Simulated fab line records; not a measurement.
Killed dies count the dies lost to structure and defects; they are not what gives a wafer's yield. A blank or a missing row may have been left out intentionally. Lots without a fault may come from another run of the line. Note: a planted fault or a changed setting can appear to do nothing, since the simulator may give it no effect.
One fault through the eyes of 2 desks    flow n5 finfet    each desk holds nothing but its own numbers, with what lay behind them at the end

== DESK OF THE TOOL OWNER: implanter-02 ==
For each lot that ran on this tool, the mean over its sampled wafers that have a number, from the tool's own readings at N5_WELL_APT_IMPLANT_15. If a lot's mean is further than 4 standard deviations from the usual mean, the lot is out of limits and carries the mark OUT (the distance appears in the brackets).
Columns: A = beam energy keV at N5_WELL_APT_IMPLANT_15, usual 25.000
lot   first seen here  A
L364  day 2 08:22      25.010
L374  day 4 20:03      37.891 (+99 or more) OUT
L375  day 5 02:10      37.886 (+99 or more) OUT
Finding of this desk: L374, L375 out of limits; the first was L374 at day 4 20:03, on beam energy keV at N5_WELL_APT_IMPLANT_15. L364 stayed within limits.

== THE METROLOGY DESK ==
Means of the sampled wafers that have a number, per lot and without regard to the tool the lot ran on: this is what the gauges read. If a lot's mean is further than 4 standard deviations from the usual mean, the lot is out of limits and carries the mark OUT (the distance appears in the brackets). Of its 11 readings 7 are shown: those that lie furthest out on some lot.
Columns: A = CJ_P at N5_BEOL_M4_RC_MEAS_101, usual 5.8; B = DIBL_N at N5_BEOL_M4_RC_MEAS_101, usual 37.5 mV/V; C = IOFF_P at N5_BEOL_M4_RC_MEAS_101, usual 0.23 nA/um; D = ION_N at N5_BEOL_M4_RC_MEAS_101, usual 677 uA/um; E = ION_P at N5_BEOL_M4_RC_MEAS_101, usual 464 uA/um; F = SS_N at N5_BEOL_M4_RC_MEAS_101, usual 72.0 mV/dec; G = VT_P at N5_BEOL_M4_RC_MEAS_101, usual -249 mV
lot   first seen here  A    B     C     D    E    F     G
L364  day 8 17:34      5.7  37.0  0.21  671  457  72.8  -251
L374  day 11 05:36     4.9  38.6  0.24  677  461  72.0  -249
L375  day 12 04:55     4.8  35.8  0.19  670  455  71.3  -253
L384  day 13 19:50     5.8  38.1  0.24  669  462  71.8  -248
This desk found nothing out of limits on any of the 4 lots.

== PUT TOGETHER ==
The tool owner's desk could have raised an alarm at day 4 20:03, on L374, L375.
Nothing out of limits was seen by the metrology desk.
The metrology desk has L374, L375 on record, within its limits.
Every lot named ran N5_WELL_APT_IMPLANT_15 on implanter-02.

== WHAT WAS PUT IN BY THE SIMULATOR ==
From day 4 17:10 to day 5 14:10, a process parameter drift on implanter-02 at N5_WELL_APT_IMPLANT_15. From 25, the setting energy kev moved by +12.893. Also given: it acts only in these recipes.
Lots struck among those shown: L374, L375.
Hours from the fault's start to each desk's first reading out of limits: the tool owner's desk, 3.
